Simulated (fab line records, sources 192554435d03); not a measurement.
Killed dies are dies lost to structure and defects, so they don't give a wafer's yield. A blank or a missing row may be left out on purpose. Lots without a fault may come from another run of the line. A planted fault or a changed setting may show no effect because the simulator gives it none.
Split-lot experiment | flow n5_finfet | 7 lots, 39 wafers read, on a route of 1938 steps

THE SPLIT
At N5_ZERO_LAYER_DEVELOP_10 (develop time 60 s), the setting develop_time_s was moved away from the recipe's 60 s on 15 of the 39 wafers read, by -44.5% to +41.4%. The other wafers ran this setting at the recipe's value.

FROM THE SPLIT TO THE READING: what the file shows between them, 1 step
- N5_ZERO_LAYER_HARDBAKE_23: time 120 s

THE READING
cd_nm, in nm, at N5_ZERO_LAYER_CD_MEAS_11 (target cd 2000 nm). Fault-free wafers of this fab line usually give 1999.7 nm, standard deviation 2.9 nm.

wafer  | tool, chamber at the split | develop_time_s as run, s | against the recipe | cd_nm, nm | against lot-mates on the recipe
L074.3 | litho_track-02, 0          | 60                       | recipe             | 1997.8    | -
L074.4 | litho_track-02, 0          | 60                       | recipe             | 1997.3    | -
L074.5 | litho_track-02, 0          | 60                       | recipe             | 1996.0    | -
L078.1 | litho_track-05, 0          | 60                       | recipe             | 2003.5    | -
L078.2 | litho_track-05, 0          | 35.31                    | -41.1%             | 1993.0    | -9.7
L078.3 | litho_track-05, 0          | 35.31                    | -41.1%             | 1993.4    | -9.3
L078.4 | litho_track-05, 0          | 60                       | recipe             | 2003.5    | -
L078.5 | litho_track-05, 0          | 60                       | recipe             | 2001.1    | -
L078.6 | litho_track-05, 0          | 35.31                    | -41.1%             | 1991.3    | -11.4
L085.1 | litho_track-02, 0          | 60                       | recipe             | 1997.0    | -
L085.2 | litho_track-02, 0          | 33.29                    | -44.5%             | 1982.4    | -14.9
L085.3 | litho_track-02, 0          | 33.29                    | -44.5%             | 1984.4    | -12.9
L085.4 | litho_track-02, 0          | 60                       | recipe             | 2000.1    | -
L085.5 | litho_track-02, 0          | 33.29                    | -44.5%             | 1983.8    | -13.5
L085.6 | litho_track-02, 0          | 60                       | recipe             | 1994.7    | -
L090.1 | litho_track-05, 0          | 60                       | recipe             | 1999.1    | -
L090.2 | litho_track-05, 0          | 60                       | recipe             | 2000.7    | -
L090.3 | litho_track-05, 0          | 34.01                    | -43.3%             | 1989.7    | -9.9
L090.4 | litho_track-05, 0          | 60                       | recipe             | 1999.0    | -
L090.5 | litho_track-05, 0          | 34.01                    | -43.3%             | 1989.0    | -10.6
L090.6 | litho_track-05, 0          | 34.01                    | -43.3%             | 1989.6    | -10.0
L094.1 | litho_track-02, 0          | 60                       | recipe             | 1996.7    | -
L094.2 | litho_track-02, 0          | 78.21                    | +30.3%             | 2001.0    | +4.8
L094.3 | litho_track-02, 0          | 78.21                    | +30.3%             | 2003.9    | +7.7
L094.4 | litho_track-02, 0          | 60                       | recipe             | 1998.9    | -
L094.5 | litho_track-02, 0          | 78.21                    | +30.3%             | 2001.9    | +5.7
L094.6 | litho_track-02, 0          | 60                       | recipe             | 1993.1    | -
L096.1 | litho_track-05, 0          | 60                       | recipe             | 2000.5    | -
L096.2 | litho_track-05, 0          | 60                       | recipe             | 2001.2    | -
L096.3 | litho_track-05, 0          | 60                       | recipe             | 2002.4    | -
L096.4 | litho_track-05, 0          | 60                       | recipe             | 2002.0    | -
L096.5 | litho_track-05, 0          | 60                       | recipe             | 2000.6    | -
L096.6 | litho_track-05, 0          | 60                       | recipe             | 2001.2    | -
L097.1 | litho_track-02, 0          | 84.82                    | +41.4%             | 2004.3    | +7.4
L097.2 | litho_track-02, 0          | 60                       | recipe             | 1994.7    | -
L097.3 | litho_track-02, 0          | 84.82                    | +41.4%             | 2004.5    | +7.6
L097.4 | litho_track-02, 0          | 60                       | recipe             | 1999.3    | -
L097.5 | litho_track-02, 0          | 84.82                    | +41.4%             | 2005.5    | +8.6
L097.6 | litho_track-02, 0          | 60                       | recipe             | 1996.6    | -

THE FIT
A straight line over all 39 wafers: cd_nm changes by +0.203 nm for each +1% of develop_time_s; r = +0.86; the points scatter about the line by 3.1 nm.
The same after taking each lot's own level away (the mean of its wafers on the recipe; 39 wafers): +0.238 nm for each +1%; r = +0.97; scatter 1.6 nm.
On that fit, the largest move of develop_time_s shifts the reading by 11 nm.
The lots' own levels span 1996.23 to 2002.70 nm, that is 2.2 times the standard deviation above.
So the lot-to-lot level changes the slope: the two fits differ.
Check: with one of the wafers moved furthest among these (-44.5%) left out of the fit, the line predicts -10.7 nm for it against its lot-mates. It came out at -14.9 nm against them.

THE WHOLE CHAIN: every reading that the file lists as answering this split, in the file's order
step                     | what it does             | reading                                                           | change (the file's fit)               | r (the file's)
N5_ZERO_LAYER_CD_MEAS_11 | target cd 2000 nm        | cd_nm                                                             | +0.242 nm for each +1% of the setting | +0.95
N5_ZERO_LAYER_DESCUM_16  | chemistry O2, time 7.9 s | ZERO_LAYER.cd_nm (the simulator's own value, which no gauge read) | +0.24 nm for each +1% of the setting  | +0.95

THE FILE'S OWN FIT
cd_nm changes by +0.242 nm for each +1% of develop_time_s, r = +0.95.
